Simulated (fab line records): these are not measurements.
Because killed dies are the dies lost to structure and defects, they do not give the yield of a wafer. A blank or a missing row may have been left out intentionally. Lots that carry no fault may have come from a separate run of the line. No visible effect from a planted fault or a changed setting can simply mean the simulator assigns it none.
Split-lot experiment | flow n5Finfet | 21 wafers read from 7 lots, route of 1938 steps

ABOUT THE SPLIT
At N5_BEOL_M11_EXPOSE_08 (exposes mask M11), the setting doseMj was moved away from the recipe's 53.75 on 3 of the 21 wafers read, by -3.3% to +6.9%. This setting was run at the recipe's value on the other wafers.

FROM THE SPLIT TO THE READING: what the file shows between them, 12 steps
- N5_BEOL_M11_ETCH_62: etches SOC in N2/H2, target depth 110 nm, overetch 22 nm, time 165 s (also split here: timeS)
- N5_BEOL_M11_STRIP_68: strips in N2/H2
- N5_BEOL_M11_STRIP_67: strips in CF4
- N5_BEOL_M11_HM_OPEN_17: chemistry Cl2/BCl3, target TiN, target depth 20 nm, overetch 6 nm
- N5_BEOL_M11_COAT_22: resist thk 90 nm (also split here: spinRpm)
- N5_BEOL_M11_EBR_24
- N5_BEOL_M11_SOFTBAKE_23: time 60 s
- N5_BEOL_M11_EXPOSE_25: exposes mask V10
- N5_BEOL_M11_PEB_26: peb time 60 s
- N5_BEOL_M11_DEVELOP_27: develop time 30 s
- N5_BEOL_M11_PRECLEAN_42: cleans in residue remover, time 60 s
- N5_BEOL_M11_SRD_43: time 30 s

THE READING
cdNm (nm) at N5_BEOL_M11_CD_MEAS_35, where the cd target is 70 nm. Typical for fault-free wafers on this fab line: 69.9 nm, with standard deviation 0.85 nm.

wafer  | tool, chamber at the split | doseMj as run | against the recipe | cdNm, nm | against lot-mates on the recipe
L080.1 | arfiScanner-02, 0          | 53.75         | recipe             | 69.9     | -
L080.3 | arfiScanner-02, 0          | 53.75         | recipe             | 68.7     | -
L080.6 | arfiScanner-02, 0          | 53.75         | recipe             | 69.1     | -
L084.1 | arfiScanner-01, 0          | 55.58         | +3.4%              | 72.3     | +2.6
L084.3 | arfiScanner-01, 0          | 53.75         | recipe             | 69.8     | -
L084.6 | arfiScanner-01, 0          | 53.75         | recipe             | 69.6     | -
L083.2 | arfiScanner-03, 0          | 57.48         | +6.9%              | 74.2     | +4.2
L083.4 | arfiScanner-03, 0          | 53.75         | recipe             | 69.9     | -
L083.6 | arfiScanner-03, 0          | 53.75         | recipe             | 70.1     | -
L086.1 | arfiScanner-02, 0          | 53.75         | recipe             | 70.7     | -
L086.4 | arfiScanner-02, 0          | 53.75         | recipe             | 69.4     | -
L086.6 | arfiScanner-02, 0          | 53.75         | recipe             | 67.8     | -
L090.1 | arfiScanner-02, 0          | 53.75         | recipe             | 70.3     | -
L090.3 | arfiScanner-02, 0          | 51.97         | -3.3%              | 68.9     | -2.0
L090.5 | arfiScanner-02, 0          | 53.75         | recipe             | 71.5     | -
L093.2 | arfiScanner-03, 0          | 53.75         | recipe             | 71.3     | -
L093.3 | arfiScanner-03, 0          | 53.75         | recipe             | 70.7     | -
L093.5 | arfiScanner-03, 0          | 53.75         | recipe             | 70.7     | -
L097.2 | arfiScanner-01, 0          | 53.75         | recipe             | 69.7     | -
L097.3 | arfiScanner-01, 0          | 53.75         | recipe             | 69.2     | -
L097.5 | arfiScanner-01, 0          | 53.75         | recipe             | 70.8     | -

THE FIT
A straight line over all 21 wafers: cdNm changes by +0.572 nm for each +1% of doseMj; r = +0.77; the points scatter about the line by 0.91 nm.
The same after taking each lot's own level away (the mean of its wafers on the recipe; 21 wafers): +0.629 nm for each +1%; r = +0.88; scatter 0.63 nm.
The reading moves by 4.4 nm for the largest change in doseMj, on that fit.
Across the lots, their own levels run from 69.23 to 70.90 nm, a range of 2.0 times the standard deviation given above.
So the lot-to-lot level blurs the effect unless lot-mates are compared.
Check: +4.79 nm against its lot-mates is what the line predicts for one of the wafers moved furthest among these (+6.9%) when that wafer is left out of the fit. It came out at +4.2 nm against them.

THE OTHER SPLITS THESE WAFERS WENT THROUGH
These wafers also went through other splits before the reading. Each is held against what the fit with the lots' levels taken away leaves over:
other split on the same wafers | wafers away from the commonest value | r with cdNm (lot level and that fit taken away)
N5_BEOL_M8_DEP_56 timeS        | 5                                    | -0.04
N5_BEOL_M11_COAT_59 spinRpm    | 7                                    | +0.23
N5_BEOL_M11_ETCH_62 timeS      | 8                                    | +0.06
N5_BEOL_M11_COAT_22 spinRpm    | 10                                   | +0.32

FILE'S OWN FIT
cdNm changes by +0.636 nm for each +1% of doseMj, r = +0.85.
